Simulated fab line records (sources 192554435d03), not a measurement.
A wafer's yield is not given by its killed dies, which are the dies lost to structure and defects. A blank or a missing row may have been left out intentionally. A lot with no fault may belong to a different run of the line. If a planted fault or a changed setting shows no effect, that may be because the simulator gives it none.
fab line records	flow n5-finfet	part 2 of 2: steps 4 to 6 of 6
[record] lots = 24	wafers = 72	last-day = 19
route steps=1938 shown DUMMY_GATE@246 SD_EPI_N@278 SD_EPI_P@303 ILD0@341
lots that met no fault: taken from a fault-free run of the same line
start-h: hours from the record's opening day to when the first of the lot's shown wafers began	wait-h: how many hours have passed since the lot's step before this one	" as in the row above	L1.1+2: a single row standing in for several wafers	- no value, or no start was given	* or withheld: withheld	< > ~ a bound
route shown NAME@n: a module of which the file shows steps, and the number in the route of the first	usual: average and standard deviation across the fault-free wafers	same: alike in all rows	chamber/n: place in a boat	sites: per-site readings	_std_site: the standard deviation of these	_edge_site: mean of outer sites minus mean of inner sites	radius-mm: how far each site lies from the wafer's centre	mask NAME#n: copy n	behind: the tool/chamber that last shaped the wafer	hold: the reason the lot was held/the length of the hold in hours/how it ended	device: the n, p or np transistor that did not switch	end of line: at the end of the route, the tests of the same wafers	step lacking rows: just its recipe	killed: dies that structure and defects cost at the first sort, which is not the same as the wafer's yield	map: dies across one wafer; x = killed, . = not, _ = none there
set.NAME: the setting that was run; set.NAME@STEP: the one run at that earlier step	model.NAME: the simulator's own value behind a step, which no gauge read
route steps across a sampled set of lots; one table per step, one row per wafer
services: a tool's chamber out of use, with start hour (start-h, from the record's first day; less than 0 if before it), hours out, and reason
[[steps]]
[step N5_SD_EPI_N_ETCH_16]
[recipe] chemistry = CHF3/O2	target = SiO2	target-depth-a = 50	mask-material = SOC	pressure-mtorr = 30	source-w = 650	bias-w = 170	Ar_flow_sccm = 200	CHF3_flow_sccm = 50	O2_flow_sccm = 5	ion-energy-ev = 200
[usual] chamber-pressure-mTorr = 30.001/0.029	drypump-motor-current-A = 5.6/0.43	oes-product-au = 0.78/0.097	rf-fwd-power-W = 643.9/2.4	rf-vpp-V = 526/14	showerhead-plenum-p-Torr = 2.42/0.069	throttle-valve-pct = 18.92/0.21
lot.wafer	tool	chamber	start-h	wait-h	chamber-pressure-mTorr	drypump-motor-current-A	oes-product-au	rf-fwd-power-W	rf-hours-counter-h	rf-vpp-V	showerhead-plenum-p-Torr	throttle-valve-pct
L074.2	rie-diel-04	3	48.75	0.1	30.007	6.0	0.71	647.5	220	548	2.46	19.10
L074.3	"	0	"	"	30.047	5.8	0.73	644.0	164	510	2.49	18.72
L074.5	"	3	"	"	29.979	6.0	0.71	643.0	-	549	2.46	19.11
L075.3	rie-diel-03	1	56.92	0.1	29.985	5.8	0.71	645.9	179	517	2.39	18.61
L075.4	"	3	"	"	30.018	4.9	0.70	643.1	229	546	2.29	19.09
L075.6	"	0	"	"	29.996	5.0	0.96	643.4	-	533	2.46	18.75
L076.1	rie-diel-03	0	70.22	0.1	30.024	5.0	0.94	643.1	4	535	2.46	18.76
L076.5	"	1	"	"	30.046	5.8	0.69	643.8	-	518	2.39	18.60
L076.6	"	2	"	"	30.047	5.2	0.76	646.2	-	527	2.32	19.14
L077.1	rie-diel-04	3	76.30	0.1	30.015	6.0	0.69	645.4	234	547	2.46	19.14
L077.2	"	0	"	"	30.001	5.8	0.71	643.9	176	509	2.49	18.76
L077.5	"	0	"	"	29.998	5.8	0.71	643.7	-	509	2.49	18.75
L078.2	rie-diel-04	1	80.50	0.1	29.977	5.7	0.79	647.3	146	523	2.43	19.11
L078.3	"	3	"	"	29.977	6.0	0.69	642.9	235	548	2.45	19.13
L078.6	"	0	"	"	29.956	5.8	0.71	646.0	-	508	2.49	18.74
L079.1	rie-diel-03	3	84.51	0.1	29.996	4.9	0.69	640.9	236	547	2.29	19.09
L079.2	"	0	"	"	30.041	5.0	0.93	644.6	8	534	2.46	18.77
L079.3	"	1	"	"	30.026	5.8	0.69	642.2	187	519	2.39	18.62
L080.1	rie-diel-04	3	87.26	0.1	29.950	6.0	0.70	645.6	237	546	2.45	19.13
L080.3	"	0	"	"	30.027	5.8	0.71	642.4	179	509	2.49	18.74
L080.4	"	0	"	"	30.031	5.8	0.71	644.0	-	508	2.49	18.74
L081.1	rie-diel-04	0	93.46	0.1	30.061	5.8	0.71	645.2	181	508	2.49	18.74
L081.2	"	1	"	"	29.965	5.7	0.78	644.4	150	524	2.43	19.12
L081.4	"	1	"	"	29.948	5.7	0.78	644.4	-	524	2.43	19.10
L082.1	rie-diel-03	0	97.58	0.1	30.001	5.0	0.93	646.8	12	534	2.45	18.77
L082.2	"	3	"	"	29.930	4.9	0.69	640.9	240	544	2.28	19.11
L082.5	"	0	"	"	30.020	5.0	0.92	641.2	-	534	2.45	18.78
L083.1	rie-diel-02	1	105.83	0.1	30.033	5.5	0.70	642.7	219	527	2.39	19.19
L083.2	"	3	"	"	30.015	5.7	0.70	646.9	239	517	2.37	18.96
L083.5	"	3	"	"	29.982	5.7	0.69	644.6	-	516	2.37	18.94
L084.2	rie-diel-03	1	110.53	0.1	30.031	5.8	0.68	645.5	196	518	2.38	18.62
L084.4	"	3	"	"	29.946	4.8	0.69	642.9	243	545	2.28	19.09
L084.6	"	3	"	"	29.968	4.9	0.69	646.1	-	545	2.28	19.10
L085.3	rie-diel-02	3	117.21	0.1	29.960	5.7	0.68	643.3	243	516	2.37	18.97
L085.5	"	3	"	"	30.008	5.7	0.68	641.7	-	516	2.37	18.95
L085.6	"	2	"	"	30.029	5.2	0.79	645.4	-	516	2.51	18.60
L086.1	rie-diel-02	3	123.76	0.1	29.994	5.7	0.69	643.3	245	516	2.37	18.96
L086.2	"	1	"	"	30.083	5.5	0.70	642.5	226	526	2.39	19.18
L086.4	"	2	"	"	29.942	5.2	0.78	646.1	100	516	2.51	18.60
L087.4	rie-diel-04	0	128.20	0.0	30.022	5.8	0.70	644.6	-	508	2.48	18.77
L087.5	"	1	"	"	29.989	5.7	0.77	643.4	-	525	2.43	19.12
L087.6	"	2	"	"	29.956	6.2	0.67	638.4	-	512	2.28	19.06
L088.1	rie-diel-02	3	133.58	0.1	30.025	5.7	0.69	640.1	248	516	2.37	18.97
L088.2	"	1	"	"	29.985	5.5	0.69	643.7	228	526	2.39	19.22
L088.4	"	2	"	"	30.013	5.2	0.78	640.7	102	516	2.51	18.61
L089.1	rie-diel-04	1	140.81	0.1	29.997	5.7	0.77	643.6	171	524	2.42	19.12
L089.3	"	3	"	"	30.041	6.0	0.97	646.5	2	546	2.45	18.77
L089.5	"	3	"	"	29.964	6.0	0.96	644.7	-	547	2.45	18.77
L090.1	rie-diel-02	1	147.47	0.1	29.962	5.5	0.70	642.7	234	527	2.38	19.23
L090.2	"	2	"	"	30.010	5.3	0.78	642.1	108	514	2.51	18.60
L090.4	"	0	"	"	29.985	6.3	0.85	642.5	-	509	2.44	19.10
L091.1	rie-diel-04	3	153.26	0.2	30.021	6.0	0.94	642.5	10	548	2.45	18.79
L091.3	"	3	"	"	29.980	6.0	0.94	645.4	-	548	2.45	18.78
L091.6	"	3	"	"	30.034	6.0	0.93	643.3	-	547	2.45	18.79
L092.3	rie-diel-02	0	163.34	0.1	29.984	6.3	0.83	638.3	74	510	2.44	19.10
L092.4	"	1	"	"	29.982	5.5	0.69	642.5	241	527	2.38	19.22
L092.5	"	1	"	"	29.989	5.5	0.68	644.2	-	527	2.38	19.23
L093.1	rie-diel-02	3	166.85	0.1	29.946	5.7	0.98	643.3	2	517	2.37	18.60
L093.3	"	2	"	"	30.010	5.2	0.78	642.1	116	516	2.51	18.64
L093.5	"	3	"	"	29.994	5.7	0.99	645.9	-	517	2.37	18.62
L094.1	rie-diel-02	2	169.94	0.1	30.016	5.2	0.77	645.4	118	516	2.51	18.63
L094.2	"	1	"	"	30.009	5.4	0.69	644.5	243	526	2.38	19.22
L094.5	"	2	"	"	29.952	5.2	0.78	642.3	-	517	2.51	18.62
L095.1	rie-diel-03	3	175.23	0.1	29.993	4.9	0.96	645.2	6	555	2.57	18.69
L095.5	"	3	"	"	29.990	4.9	0.96	644.2	-	555	2.57	18.69
L095.6	"	0	"	"	30.007	5.0	0.85	643.7	-	533	2.44	18.82
L096.3	rie-diel-04	2	184.55	0.1	29.992	6.2	0.95	638.8	6	522	2.57	18.70
L096.5	"	3	"	"	29.962	6.0	0.92	641.4	-	548	2.44	18.82
L096.6	"	2	"	"	29.982	6.2	0.96	639.9	-	520	2.57	18.69
L097.1	rie-diel-03	0	191.03	0.1	30.019	5.0	0.84	641.1	46	532	2.44	18.84
L097.3	"	2	"	"	30.020	5.2	0.74	647.1	187	528	2.31	19.21
L097.5	"	0	"	"	29.996	5.0	0.84	640.5	-	534	2.44	18.83
[step N5_SD_EPI_P_CD_MEAS_09]
[recipe] target-cd-nm = 240	landing-energy-ev = 500	detector = se-inlens
[usual] cd-nm = 239.7/1.2
lot.wafer	tool	chamber	start-h	wait-h	cd-nm
L074.2	cd-sem-03	0	52.40	-	240.6
L074.3	"	0	"	"	240.9
L074.5	"	0	"	"	240.3
L075.3	cd-sem-02	0	60.67	-	238.2
L075.4	"	0	"	"	239.5
L075.6	"	0	"	"	239.0
L076.1	cd-sem-02	0	74.68	-	237.8
L076.5	"	0	"	"	239.2
L076.6	"	0	"	"	239.4
L077.1	cd-sem-01	0	80.77	-	240.9
L077.2	"	0	"	"	240.6
L077.5	"	0	"	"	239.9
L078.2	cd-sem-03	0	84.35	-	240.1
L078.3	"	0	"	"	240.6
L078.6	"	0	"	"	241.9
L079.1	cd-sem-02	0	89.30	-	242.2
L079.2	"	0	"	"	240.5
L079.3	"	0	"	"	241.5
L080.1	cd-sem-01	0	92.10	-	240.7
L080.3	"	0	"	"	241.9
L080.4	"	0	"	"	243.3
L081.1	cd-sem-02	0	99.90	-	240.4
L081.2	"	0	"	"	239.9
L081.4	"	0	"	"	239.1
L082.1	cd-sem-03	0	101.92	-	240.4
L082.2	"	0	"	"	240.1
L082.5	"	0	"	"	240.0
L083.1	cd-sem-01	0	110.25	-	238.8
L083.2	"	0	"	"	237.3
L083.5	"	0	"	"	237.8
L084.2	cd-sem-01	0	115.10	-	239.3
L084.4	"	0	"	"	239.6
L084.6	"	0	"	"	239.3
L085.3	cd-sem-01	0	122.17	-	239.2
L085.5	"	0	"	"	239.5
L085.6	"	0	"	"	239.1
L086.1	cd-sem-02	0	128.10	-	240.2
L086.2	"	0	"	"	242.7
L086.4	"	0	"	"	241.9
L087.4	cd-sem-02	0	132.52	-	241.6
L087.5	"	0	"	"	240.9
L087.6	"	0	"	"	241.3
L088.1	cd-sem-03	0	139.31	-	241.3
L088.2	"	0	"	"	240.0
L088.4	"	0	"	"	240.2
L089.1	cd-sem-03	0	145.37	-	238.3
L089.3	"	0	"	"	238.9
L089.5	"	0	"	"	237.6
L090.1	cd-sem-03	0	151.69	-	239.0
L090.2	"	0	"	"	238.0
L090.4	"	0	"	"	239.0
L091.1	cd-sem-01	0	157.32	-	239.2
L091.3	"	0	"	"	239.4
L091.6	"	0	"	"	239.8
L092.3	cd-sem-01	0	167.14	-	238.7
L092.4	"	0	"	"	239.6
L092.5	"	0	"	"	239.4
L093.1	cd-sem-03	0	170.59	-	238.6
L093.3	"	0	"	"	238.1
L093.5	"	0	"	"	238.9
L094.1	cd-sem-03	0	174.73	-	239.8
L094.2	"	0	"	"	238.9
L094.5	"	0	"	"	239.3
L095.1	cd-sem-03	0	180.25	-	239.7
L095.5	"	0	"	"	238.8
L095.6	"	0	"	"	238.9
L096.3	cd-sem-01	0	189.18	-	238.9
L096.5	"	0	"	"	239.5
L096.6	"	0	"	"	238.7
L097.1	cd-sem-03	0	194.72	-	238.1
L097.3	"	0	"	"	238.0
L097.5	"	0	"	"	237.3
[step N5_ILD0_THK_MEAS_08]
[usual] thk-nm = 139.2/1.2
lot.wafer	tool	chamber	start-h	wait-h	thk-nm
L074.2	film-metro-02	-	59.98	-	137.2
L074.3	"	-	"	"	139.8
L074.5	"	-	"	"	140.7
L075.3	film-metro-01	-	70.22	-	140.5
L075.4	"	-	"	"	140.0
L075.6	"	-	"	"	138.7
L076.1	film-metro-02	-	83.61	-	139.0
L076.5	"	-	"	"	139.8
L076.6	"	-	"	"	139.9
L077.1	film-metro-01	-	89.40	-	140.6
L077.2	"	-	"	"	138.0
L077.5	"	-	"	"	137.1
L078.2	film-metro-02	-	92.47	-	136.0
L078.3	"	-	"	"	137.4
L078.6	"	-	"	"	136.1
L079.1	film-metro-01	-	98.37	-	139.5
L079.2	"	-	"	"	138.5
L079.3	"	-	"	"	140.8
L080.1	film-metro-01	-	101.00	-	139.5
L080.3	"	-	"	"	135.8
L080.4	"	-	"	"	139.3
L081.1	film-metro-02	-	108.34	-	138.1
L081.2	"	-	"	"	138.3
L081.4	"	-	"	"	138.1
L082.1	film-metro-02	-	110.43	-	136.4
L082.2	"	-	"	"	137.7
L082.5	"	-	"	"	139.3
L083.1	film-metro-02	-	119.17	-	141.3
L083.2	"	-	"	"	140.0
L083.5	"	-	"	"	140.1
L084.2	film-metro-02	-	124.11	-	138.3
L084.4	"	-	"	"	139.5
L084.6	"	-	"	"	139.1
L085.3	film-metro-01	-	130.89	-	140.7
L085.5	"	-	"	"	141.4
L085.6	"	-	"	"	140.3
L086.1	film-metro-01	-	135.70	-	139.2
L086.2	"	-	"	"	140.7
L086.4	"	-	"	"	139.7
L087.4	film-metro-02	-	141.22	-	138.3
L087.5	"	-	"	"	137.7
L087.6	"	-	"	"	139.7
L088.1	film-metro-01	-	147.63	-	139.6
L088.2	"	-	"	"	138.9
L088.4	"	-	"	"	140.1
L089.1	film-metro-01	-	152.96	-	140.7
L089.3	"	-	"	"	141.2
L089.5	"	-	"	"	140.8
L090.1	film-metro-02	-	159.40	-	139.3
L090.2	"	-	"	"	140.1
L090.4	"	-	"	"	142.0
L091.1	film-metro-02	-	165.50	0.2	140.5
L091.3	"	-	"	"	141.0
L091.6	"	-	"	"	140.2
L092.3	film-metro-01	-	174.74	-	138.9
L092.4	"	-	"	"	138.6
L092.5	"	-	"	"	138.5
L093.1	film-metro-01	-	178.21	-	139.8
L093.3	"	-	"	"	138.4
L093.5	"	-	"	"	137.9
L094.1	film-metro-01	-	183.62	-	140.3
L094.2	"	-	"	"	137.9
L094.5	"	-	"	"	137.6
L095.1	film-metro-01	-	189.57	-	138.5
L095.5	"	-	"	"	139.5
L095.6	"	-	"	"	139.9
L096.3	film-metro-02	-	197.92	-	138.2
L096.5	"	-	"	"	139.9
L096.6	"	-	"	"	138.8
L097.1	film-metro-01	-	202.35	-	138.0
L097.3	"	-	"	"	139.4
L097.5	"	-	"	"	137.4
[[services]]
tool	chamber	start-h	hours	kind
rie-diel-04	3	41.59	1.3	repair
rie-diel-03	3	45.61	4.3	repair
rie-diel-02	1	52.92	1.5	repair
rie-diel-04	0	57.66	4.1	repair
rie-si-05	0	70.52	6.4	repair
rie-si-05	2	72.74	7.4	repair
rie-diel-02	0	73.23	5.6	repair
rie-diel-02	0	82.78	5.5	repair
rie-si-02	3	88.46	1.3	repair
rie-si-02	1	94.85	5.3	repair
rie-diel-04	0	98.94	4.2	repair
rie-si-02	3	104.93	7.7	repair
rie-si-02	0	116.99	12.4	repair
rie-diel-04	3	118.34	-	clean
rie-diel-04	3	118.34	-	consumable-replace:focus-ring
rie-diel-04	3	118.34	17.5	scheduled-down
rie-diel-04	3	118.34	17.5	vent-cycle
rie-diel-04	2	135.83	-	clean
rie-diel-04	2	135.83	-	consumable-replace:focus-ring
rie-diel-04	2	135.83	-	consumable-replace:showerhead
rie-diel-04	2	135.83	27.6	scheduled-down
rie-diel-04	2	135.83	27.6	vent-cycle
rie-diel-02	3	140.88	-	clean
rie-diel-04	0	148.13	4.3	repair
